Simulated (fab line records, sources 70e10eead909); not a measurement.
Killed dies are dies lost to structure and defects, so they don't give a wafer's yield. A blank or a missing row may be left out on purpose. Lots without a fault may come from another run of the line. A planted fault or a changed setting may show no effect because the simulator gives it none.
Chamber matching | flow nand_harc | NHARC_A_M1_STRIP_18 on rie_diel-13: 4 sister chambers
The step strips in N2/H2. 24 wafers are shown with their chamber, then 12 later ones without.

WAFERS WITH THEIR CHAMBER
wafer  | chamber | drypump_motor_current_A (A) | oes_product_au (a.u.) | rf_vpp_V (V)
L075.2 | 0       | 5.8                         | 1.015                 | 90.8
L075.3 | 2       | 4.9                         | 0.996                 | 91.6
L075.5 | 2       | 4.9                         | 1.000                 | 90.0
L076.3 | 3       | 5.5                         | 1.002                 | 90.3
L076.5 | 2       | 4.9                         | 0.991                 | 91.9
L076.6 | 1       | 4.7                         | 1.005                 | 90.0
L081.1 | 1       | 4.7                         | 1.004                 | 90.2
L081.2 | 3       | 5.5                         | 1.004                 | 92.1
L081.3 | 0       | 5.7                         | 1.014                 | 90.9
L082.1 | 2       | 4.9                         | 0.986                 | 90.9
L082.3 | 1       | 4.7                         | 1.003                 | 89.4
L082.6 | 2       | 4.9                         | 0.977                 | 92.0
L086.1 | 1       | 4.7                         | 1.005                 | 90.3
L086.2 | 3       | 5.5                         | 0.994                 | 90.4
L086.5 | 1       | 4.7                         | 0.997                 | 89.7
L083.3 | 0       | 5.7                         | 1.012                 | 91.3
L083.4 | 3       | 5.5                         | 0.999                 | 91.7
L083.5 | 0       | 5.7                         | 1.001                 | 89.5
L085.1 | 2       | 4.9                         | 0.980                 | 90.4
L085.3 | 1       | 4.8                         | 1.009                 | 89.8
L085.6 | 0       | 5.8                         | 1.019                 | 91.3
L087.4 | 0       | 5.8                         | 1.005                 | 89.8
L087.5 | 2       | 4.9                         | 0.993                 | 90.9
L087.6 | 1       | 4.7                         | 1.009                 | 88.4

SIGNATURES (means of the wafers above)
reading                 | chamber 0 | chamber 1 | chamber 2 | chamber 3 | scatter within a chamber
drypump_motor_current_A | 5.750     | 4.714     | 4.900     | 5.500     | 0.0343
oes_product_au          | 1.01100   | 1.00457   | 0.98900   | 0.99975   | 0.00635
rf_vpp_V                | 90.600    | 89.686    | 91.100    | 91.125    | 0.756
Rule: a wafer's distance from a chamber is the root of the sum, over the readings, of the square of ((its reading less the chamber's mean) divided by the reading's scatter). The wafer belongs to the nearest chamber; if the next one is less than 2 further off, it can't be placed. The scatter: the root of (the sum of the squares of (reading less its chamber's mean) over the shown wafers, divided by (wafers less chambers)).

WAFERS WITHOUT THEIR CHAMBER
wafer  | drypump_motor_current_A (A) | oes_product_au (a.u.) | rf_vpp_V (V)
L088.2 | 4.9                         | 1.000                 | 91.0
L088.5 | 5.5                         | 0.986                 | 91.9
L088.6 | 5.7                         | 1.027                 | 91.3
L093.1 | 4.9                         | 0.993                 | 91.0
L093.2 | 5.5                         | 1.002                 | 91.7
L093.5 | 5.8                         | 0.994                 | 90.2
L095.1 | 5.5                         | 0.984                 | 91.3
L095.2 | 5.7                         | 1.000                 | 91.5
L095.5 | 4.7                         | 0.999                 | 89.4
L094.1 | 5.7                         | 0.994                 | 91.6
L094.2 | 4.9                         | 0.996                 | 89.8
L094.5 | 5.7                         | 0.996                 | 90.3

WHICH CHAMBER EACH WENT THROUGH
wafer  | from the rows above | in truth
L088.2 | 2                   | 2
L088.5 | 3                   | 3
L088.6 | 0                   | 0
L093.1 | 2                   | 2
L093.2 | 3                   | 3
L093.5 | 0                   | 0
L095.1 | 3                   | 3
L095.2 | 0                   | 0
L095.5 | 1                   | 1
L094.1 | 0                   | 0
L094.2 | 2                   | 2
L094.5 | 0                   | 0
Placed correctly: 12 of 12. Can't be placed from these rows: 0. Placed wrongly: 0.
